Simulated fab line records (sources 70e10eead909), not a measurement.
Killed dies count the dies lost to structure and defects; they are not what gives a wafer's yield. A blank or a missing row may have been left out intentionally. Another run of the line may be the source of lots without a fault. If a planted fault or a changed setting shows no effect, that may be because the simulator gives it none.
Chamber matching ; flow nand_harc ; 4 sister chambers for NHARC_P_M0_CMP_23 on cmp-04
The step polishes, t overpolish 20 s, target thk 117.54 nm. 4 wafers are shown with their chamber, then 7 later ones without.

EACH WAFER AND ITS CHAMBER
wafer;chamber;motor_current_A (A)
L085.4;0;14.7
L091.6;2;12.4
L093.1;3;14.1
L093.2;1;12.6

WAFERS WHOSE CHAMBER IS MISSING
wafer;motor_current_A (A)
L093.3;13.1
L094.1;15.2
L094.2;13.4
L094.3;12.6
L095.2;13.9
L095.4;13.4
L095.5;12.9

EACH ONE'S CHAMBER
wafer;from the rows above;in truth
L093.3;can't be placed: 1 or 2 or 3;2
L094.1;can't be placed: 0 or 3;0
L094.2;can't be placed: 3 or 1 or 2 or 0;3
L094.3;can't be placed: 1 or 2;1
L095.2;can't be placed: 3 or 0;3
L095.4;can't be placed: 3 or 1 or 2 or 0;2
L095.5;can't be placed: 1 or 2 or 3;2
Correct placement for 0 of the 7. Can't be placed from these rows: 7 (the true chamber is among the candidates in 7). Wrongly placed: 0.
How it was worked out, from the rows above alone: a wafer's distance from a chamber is the root of the sum, over the readings, of the square of ((its reading less the chamber's mean) divided by the reading's scatter). If the next closest chamber is less than 2 further off than the closest, the wafer can't be placed; otherwise it belongs to the closest. Each chamber's mean is taken over the wafers shown for it. The scatter (one wafer shown for each chamber): square how far every hidden wafer sits from the nearest shown wafer, average those squares and take the square root.
